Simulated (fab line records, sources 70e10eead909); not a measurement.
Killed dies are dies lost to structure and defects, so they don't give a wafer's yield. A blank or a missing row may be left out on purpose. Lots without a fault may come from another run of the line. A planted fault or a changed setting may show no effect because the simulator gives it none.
Which tool did it? | flow nand_harc | 11 lots, 33 wafers sampled, at 5 steps of a route of 1159

WHAT THE GAUGES READ, wafer by wafer
NHARC_END_SORT_01.
lot  | measured     | on        | killed_at_array | killed_at_other | killed_at_periphery | killed_dies | killed_open | killed_short
L758 | day 22 16:16 | prober-01 | 65              | 0               | 2                   | 67          | 1           | 3
L759 | day 23 09:14 | prober-02 | 31              | 2               | 3                   | 36          | 3           | 1

WHICH TOOL RAN EACH LOT (tool, then ch and the chambers of the sampled wafers, then the start)
lot  | NHARC_A_STAIRCASE_ETCH_188                    | NHARC_A_STAIRCASE_TRIM_193                    | NHARC_A_STAIRCASE_TRIM_196         | NHARC_A_STAIRCASE_TRIM_202
L745 | rie_diel-04 ch 0,2,3, day 11 10:21 or earlier | rie_diel-04 ch 0,1, day 11 10:21 or earlier   | rie_diel-04 ch 1,3, day 11 10:21   | rie_diel-04 ch 0,2, no start
L749 | rie_diel-06 ch 0,3, day 12 07:47 or earlier   | rie_diel-06 ch 1,2,3, day 12 07:47 or earlier | rie_diel-06 ch 2,3, day 12 07:47   | rie_diel-06 ch 2,3, no start
L750 | rie_diel-05 ch 0,1,2, day 12 20:37 or earlier | rie_diel-05 ch 0,2, day 12 20:37 or earlier   | rie_diel-05 ch 1,2, day 12 20:37   | rie_diel-05 ch 0,1,2, no start
L753 | rie_diel-05 ch 1,2,3, day 13 04:10 or earlier | rie_diel-05 ch 1,2,3, day 13 04:10 or earlier | rie_diel-06 ch 0,1,2, day 13 04:10 | rie_diel-06 ch 0,2,3, no start
L751 | rie_diel-05 ch 1,2,3, day 13 04:44 or earlier | rie_diel-05 ch 2,3, day 13 04:44 or earlier   | rie_diel-05 ch 1,2,3, day 13 04:44 | rie_diel-05 ch 2,3, no start
L757 | rie_diel-06 ch 0,1,2, day 14 01:33 or earlier | rie_diel-06 ch 1,2,3, day 14 01:33 or earlier | rie_diel-05 ch 2,3, day 14 01:33   | rie_diel-05 ch 0,3, no start
L754 | rie_diel-06 ch 0,1,3, day 14 13:00 or earlier | rie_diel-06 ch 0,1,3, day 14 13:00 or earlier | rie_diel-04 ch 0,1,3, day 14 13:00 | rie_diel-04 ch 1,2,3, no start
L758 | rie_diel-06 ch 0,2,3, day 14 20:06 or earlier | rie_diel-06 ch 0,1,3, day 14 20:06 or earlier | rie_diel-04 ch 0,1, day 14 20:06   | rie_diel-04 ch 0,1, day 22 16:16 or earlier
L759 | rie_diel-04 ch 1,3, day 15 01:35 or earlier   | rie_diel-04 ch 0,1, day 15 01:35 or earlier   | rie_diel-04 ch 0,1,2, day 15 01:35 | rie_diel-04 ch 0,2,3, day 23 09:14 or earlier
L762 | rie_diel-05 ch 0,1, day 15 15:58 or earlier   | rie_diel-05 ch 1,2,3, day 15 15:58 or earlier | rie_diel-05 ch 0,2, day 15 15:58   | rie_diel-05 ch 0,2, no start
L765 | rie_diel-06 ch 1,2, day 17 00:48 or earlier   | rie_diel-06 ch 0,1,3, day 17 00:48 or earlier | rie_diel-06 ch 0,1,3, day 17 00:48 | rie_diel-06 ch 1,2,3, no start
- NHARC_A_STAIRCASE_ETCH_188: etches the open film in C4F8/O2, target depth 100 nm, time 40.5 s.
- NHARC_A_STAIRCASE_TRIM_193: chemistry O2, time 211.2 s.
- NHARC_A_STAIRCASE_TRIM_196: chemistry O2, time 211.2 s.
- NHARC_A_STAIRCASE_TRIM_202: chemistry O2, time 211.2 s.

WHAT THE TOOLS THEMSELVES READ (means of the sampled wafers that have a number; where no wafer has one, the mark that the record gives instead)
NHARC_A_STAIRCASE_ETCH_188.
lot  | tool        | oes_product_au (a.u.) | rf_vpp_V (V)
L745 | rie_diel-04 | 0.947                 | 902
L749 | rie_diel-06 | 0.949                 | 892
L750 | rie_diel-05 | 0.941                 | 891
L753 | rie_diel-05 | 0.944                 | 897
L751 | rie_diel-05 | 0.931                 | 896
L757 | rie_diel-06 | 0.950                 | 888
L754 | rie_diel-06 | 0.947                 | 891
L758 | rie_diel-06 | 0.944                 | 892
L759 | rie_diel-04 | 0.930                 | 898
L762 | rie_diel-05 | 0.940                 | 888
L765 | rie_diel-06 | 0.950                 | 888

NHARC_A_STAIRCASE_TRIM_193.
lot  | tool        | drypump_motor_current_A (A) | oes_product_au (a.u.) | rf_vpp_V (V) | run_length_s (s) | showerhead_plenum_p_Torr (Torr) | throttle_valve_pct (%)
L745 | rie_diel-04 | 5.65                        | 1.001                 | 58.3         | 232.1            | 3.58                            | 17.031
L749 | rie_diel-06 | 5.91                        | 0.994                 | 57.1         | 232.1            | 3.44                            | 17.039
L750 | rie_diel-05 | 5.50                        | 0.996                 | 57.7         | 232.5            | 3.44                            | 17.034
L753 | rie_diel-05 | 5.64                        | 0.987                 | 57.3         | 232.5            | 3.55                            | 17.036
L751 | rie_diel-05 | 5.48                        | 0.997                 | 57.8         | 232.7            | 3.59                            | 17.038
L757 | rie_diel-06 | 5.90                        | 1.000                 | 57.2         | 232.2            | 3.43                            | 17.044
L754 | rie_diel-06 | 5.86                        | 1.008                 | 57.1         | 231.9            | 3.42                            | 17.028
L758 | rie_diel-06 | 5.85                        | 1.003                 | 58.1         | 231.9            | 3.42                            | 17.038
L759 | rie_diel-04 | 5.64                        | 0.996                 | 58.0         | 232.2            | 3.56                            | 17.035
L762 | rie_diel-05 | 5.62                        | 1.006                 | 58.3         | 232.5            | 3.54                            | 17.039
L765 | rie_diel-06 | 5.85                        | 0.997                 | 56.5         | 232.1            | 3.41                            | 17.037

NHARC_A_STAIRCASE_TRIM_196.
lot  | tool        | drypump_motor_current_A (A) | oes_product_au (a.u.) | rf_vpp_V (V) | run_length_s (s) | showerhead_plenum_p_Torr (Torr) | throttle_valve_pct (%)
L745 | rie_diel-04 | 5.66                        | 0.998                 | 57.5         | 232.6            | 3.54                            | 17.041
L749 | rie_diel-06 | 5.75                        | 1.010                 | 57.9         | 232.7            | 3.55                            | 17.042
L750 | rie_diel-05 | 5.61                        | 0.990                 | 57.3         | 232.4            | 3.41                            | 17.026
L753 | rie_diel-06 | 5.84                        | 0.994                 | 56.8         | 231.7            | 3.33                            | 17.038
L751 | rie_diel-05 | 5.64                        | 0.998                 | 58.4         | 232.6            | 3.55                            | 17.042
L757 | rie_diel-05 | 5.64                        | 1.005                 | 58.2         | 233.0            | 3.68                            | 17.035
L754 | rie_diel-04 | 5.74                        | 0.996                 | 57.8         | 232.4            | 3.58                            | 17.037
L758 | rie_diel-04 | 5.56                        | 0.997                 | 57.7         | 209.6            | 3.52                            | 17.041
L759 | rie_diel-04 | 5.60                        | 1.000                 | 57.7         | 209.7            | 3.62                            | 17.036
L762 | rie_diel-05 | 5.58                        | 0.991                 | 57.8         | 232.6            | 3.37                            | 17.041
L765 | rie_diel-06 | 5.87                        | 0.997                 | 58.0         | 232.1            | 3.41                            | 17.034

NHARC_A_STAIRCASE_TRIM_202.
lot  | tool        | drypump_motor_current_A (A) | oes_product_au (a.u.) | rf_vpp_V (V) | run_length_s (s) | showerhead_plenum_p_Torr (Torr) | throttle_valve_pct (%)
L745 | rie_diel-04 | 5.69                        | 1.013                 | 58.3         | 232.3            | 3.68                            | 17.031
L749 | rie_diel-06 | 5.75                        | 1.003                 | 57.4         | 232.6            | 3.55                            | 17.036
L750 | rie_diel-05 | 5.61                        | 0.996                 | 57.4         | 232.3            | 3.40                            | 17.033
L753 | rie_diel-06 | 5.69                        | 1.000                 | 57.6         | 232.1            | 3.43                            | 17.043
L751 | rie_diel-05 | 5.47                        | 1.009                 | 57.2         | 232.9            | 3.59                            | 17.034
L757 | rie_diel-05 | 5.75                        | 0.998                 | 57.5         | 232.5            | 3.47                            | 17.032
L754 | rie_diel-04 | 5.70                        | 0.987                 | 58.2         | 232.6            | 3.63                            | 17.027
L758 | rie_diel-04 | 5.64                        | 0.993                 | 58.0         | 231.9            | 3.57                            | 17.042
L759 | rie_diel-04 | 5.79                        | 0.997                 | 57.6         | 232.6            | 3.67                            | 17.036
L762 | rie_diel-05 | 5.48                        | 0.995                 | 58.3         | 232.6            | 3.43                            | 17.044
L765 | rie_diel-06 | 5.90                        | 1.006                 | 58.0         | 232.3            | 3.42                            | 17.031

THE ANSWER, worked out from the rows above alone
Rule: what is usual is taken from the lots themselves. Put in order of their means at a reading, lots are off if they are a third of the lots or fewer, leave a main group of 4 or more, and stand apart from it by a gap of 3 or more times the standard deviation of the main group's means; of several such gaps the widest counts. A main group whose means are all the same, to the digits that the tables above print for the reading, isn't used. A lot without any number at a reading at which 4 lots or more have one is off too. The other lots that the step has rows for count as sound. The gauges are gone through in route order, then the tools' own readings, and for those a lot's mean is taken as printed above. The first step at which some lot is off is used, and at that step the reading that is off furthest; a lot without a number counts as furthest.
Off: L758, L759, at NHARC_A_STAIRCASE_TRIM_196 (run_length_s). The main group: mean 232.5 s, standard deviation 0.35.
A tool fits if, at that step or a process step before it, it ran every lot that is off, and no sound lot after the first of them. NHARC_A_STAIRCASE_ETCH_188 gives no start for some lots, so the hours and the order of its lots are those of NHARC_A_STAIRCASE_TRIM_196. NHARC_A_STAIRCASE_TRIM_193 gives no start for some lots, so the hours and the order of its lots are those of NHARC_A_STAIRCASE_TRIM_196. One fits: rie_diel-04 at NHARC_A_STAIRCASE_TRIM_196. Its last sound lot is L754 (day 14 13:00), its first lot that is off L758 (day 14 20:06): a fault that began between those two fits.
The tool's own readings at NHARC_A_STAIRCASE_TRIM_196 bear it out: on the lots that are off they differ by more than 5 times the standard deviation of the sound lots' means. run_length_s reads 209.6 s there against 232.5 s on the sound lots.

WHAT THE SIMULATOR HAD PUT IN
Process parameter drift: rie_diel-04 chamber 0, from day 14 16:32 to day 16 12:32, at NHARC_A_STAIRCASE_TRIM_196. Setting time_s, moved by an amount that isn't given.
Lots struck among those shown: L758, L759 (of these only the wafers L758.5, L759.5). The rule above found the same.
